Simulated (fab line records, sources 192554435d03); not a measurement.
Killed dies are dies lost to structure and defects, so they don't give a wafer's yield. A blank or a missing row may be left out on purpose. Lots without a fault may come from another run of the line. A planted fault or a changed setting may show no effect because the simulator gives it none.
Chamber matching | flow n5_finfet | N5_BEOL_M9_ETCH_62 on rie_diel-06: 4 sister chambers
The step etches SOC in N2/H2, target depth 110 nm, overetch 22 nm, time 165 s. 16 wafers are shown with their chamber, then 8 later ones without.

WAFERS WITH THEIR CHAMBER
wafer  | chamber | showerhead_plenum_p_Torr (Torr) | drypump_motor_current_A (A) | rf_vpp_V (V)
L075.3 | 3       | 2.33                            | 6.3                         | 517
L075.4 | 3       | 2.33                            | 6.3                         | 519
L075.6 | 2       | 2.60                            | 5.2                         | 525
L076.1 | 2       | 2.60                            | 5.2                         | 526
L076.5 | 1       | 2.60                            | 5.8                         | 525
L076.6 | 0       | 2.48                            | 5.9                         | 521
L074.1 | 1       | 2.60                            | 5.7                         | 525
L074.5 | 2       | 2.60                            | 5.2                         | 524
L074.6 | 1       | 2.60                            | 5.7                         | 524
L082.4 | 3       | 2.32                            | 6.3                         | 518
L082.5 | 3       | 2.32                            | 6.3                         | 519
L082.6 | 0       | 2.47                            | 5.9                         | 521
L091.2 | 1       | 2.58                            | 5.8                         | 524
L091.3 | 2       | 2.59                            | 5.3                         | 525
L091.4 | 3       | 2.31                            | 6.3                         | 518
L092.2 | 1       | 2.58                            | 5.7                         | 525

SIGNATURES (means of the wafers above)
reading                  | chamber 0 | chamber 1 | chamber 2 | chamber 3 | scatter within a chamber
showerhead_plenum_p_Torr | 2.4750    | 2.5920    | 2.5975    | 2.3220    | 0.00859
drypump_motor_current_A  | 5.900     | 5.740     | 5.225     | 6.300     | 0.0403
rf_vpp_V                 | 521.00    | 524.60    | 525.00    | 518.20    | 0.707
Rule: a wafer's distance from a chamber is the root of the sum, over the readings, of the square of ((its reading less the chamber's mean) divided by the reading's scatter). The wafer belongs to the nearest chamber; if the next one is less than 2 further off, it can't be placed. The scatter: the root of (the sum of the squares of (reading less its chamber's mean) over the shown wafers, divided by (wafers less chambers)).

WAFERS WITHOUT THEIR CHAMBER
wafer  | showerhead_plenum_p_Torr (Torr) | drypump_motor_current_A (A) | rf_vpp_V (V)
L092.5 | 2.59                            | 5.2                         | 525
L092.6 | 2.58                            | 5.7                         | 526
L094.1 | 2.58                            | 5.8                         | 525
L094.4 | 2.31                            | 6.3                         | 517
L094.6 | 2.46                            | 5.9                         | 522
L097.3 | 2.59                            | 5.2                         | 525
L097.4 | 2.46                            | 5.9                         | 522
L097.6 | 2.58                            | 5.7                         | 525

WHICH CHAMBER EACH WENT THROUGH
wafer  | from the rows above | in truth
L092.5 | 2                   | 2
L092.6 | 1                   | 1
L094.1 | 1                   | 1
L094.4 | 3                   | 3
L094.6 | 0                   | 0
L097.3 | 2                   | 2
L097.4 | 0                   | 0
L097.6 | 1                   | 1
Placed correctly: 8 of 8. Can't be placed from these rows: 0. Placed wrongly: 0.
